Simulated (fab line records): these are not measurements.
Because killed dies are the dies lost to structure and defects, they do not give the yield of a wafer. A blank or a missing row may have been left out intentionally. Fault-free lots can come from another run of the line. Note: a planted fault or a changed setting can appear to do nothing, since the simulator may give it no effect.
Lot-split experiment    flow n5_finfet    route with 1938 steps; 7 lots, 21 wafers read

## ON THE SPLIT
At N5_BEOL_M12_ETCH_38 (etches SiCN in CF4/N2, target depth 68.7 nm, time 73.4 s), the setting time_s was moved away from the recipe's 73.4 s on 5 of the 21 wafers read, by -8.4% to +20.8%. The other wafers ran this setting at the recipe's value.

The split's own step is where the reading is taken.

## THE READING
etch.depth_nm (the simulator's own value, which no gauge read), in nm, at N5_BEOL_M12_ETCH_38 (etches SiCN in CF4/N2, target depth 68.7 nm, time 73.4 s). There is no usual value for it anywhere in the file. Average 57.98 nm, standard deviation 0.82 nm, over the 16 wafers here run with the recipe.

wafer   tool, chamber at the split  time_s as run, s  against the recipe  etch.depth_nm, nm  against lot-mates on the recipe
L076.1  rie_diel-05, 2              73.4              recipe              55.93              -
L076.5  rie_diel-05, 1              73.4              recipe              59.69              -
L076.6  rie_diel-05, 3              73.4              recipe              58.64              -
L080.1  rie_diel-03, 2              73.4              recipe              58.15              -
L080.2  rie_diel-03, 0              73.4              recipe              57.39              -
L080.6  rie_diel-03, 1              67.24             -8.4%               53.79              -3.98
L086.3  rie_diel-06, 1              73.4              recipe              58.3               -
L086.4  rie_diel-06, 3              88.7              +20.8%              70.73              +12.52
L086.5  rie_diel-06, 2              73.4              recipe              58.13              -
L091.1  rie_diel-03, 1              73.4              recipe              59.08              -
L091.3  rie_diel-03, 2              73.4              recipe              57.5               -
L091.5  rie_diel-03, 2              85.38             +16.3%              67.27              +8.98
L093.1  rie_diel-06, 1              73.4              recipe              57.83              -
L093.4  rie_diel-06, 3              73.4              recipe              57.36              -
L093.5  rie_diel-06, 0              73.4              recipe              57.93              -
L097.2  rie_diel-05, 3              80.67             +9.9%               63.79              +5.86
L097.5  rie_diel-05, 3              73.4              recipe              57.93              -
L097.6  rie_diel-05, 2              80.67             +9.9%               65.16              +7.23
L096.1  rie_diel-03, 1              73.4              recipe              57.92              -
L096.5  rie_diel-03, 1              73.4              recipe              58.55              -
L096.6  rie_diel-03, 0              73.4              recipe              57.29              -

FIT RESULTS
A straight line over all 21 wafers: etch.depth_nm changes by +0.596 nm for each +1% of time_s; r = +0.98; the points scatter about the line by 0.83 nm.
The same after taking each lot's own level away (the mean of its wafers on the recipe; 21 wafers): +0.584 nm for each +1%; r = +0.98; scatter 0.83 nm.
That fit puts the effect of the largest move of time_s on the reading at 12 nm.
The lots' own levels span 57.707 to 58.290 nm, that is 0.7 times the standard deviation above.
Hence the lot-to-lot level has little effect on the slope; both slopes agree.
Check: for one of the wafers moved furthest among these (+20.8%), held out of the fit, the line's prediction against its lot-mates is +12.1 nm. Against them it came out at +12.5 nm.

## FILE'S OWN FIT
etch.depth_nm changes by +0.582 nm for each +1% of time_s, r = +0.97.
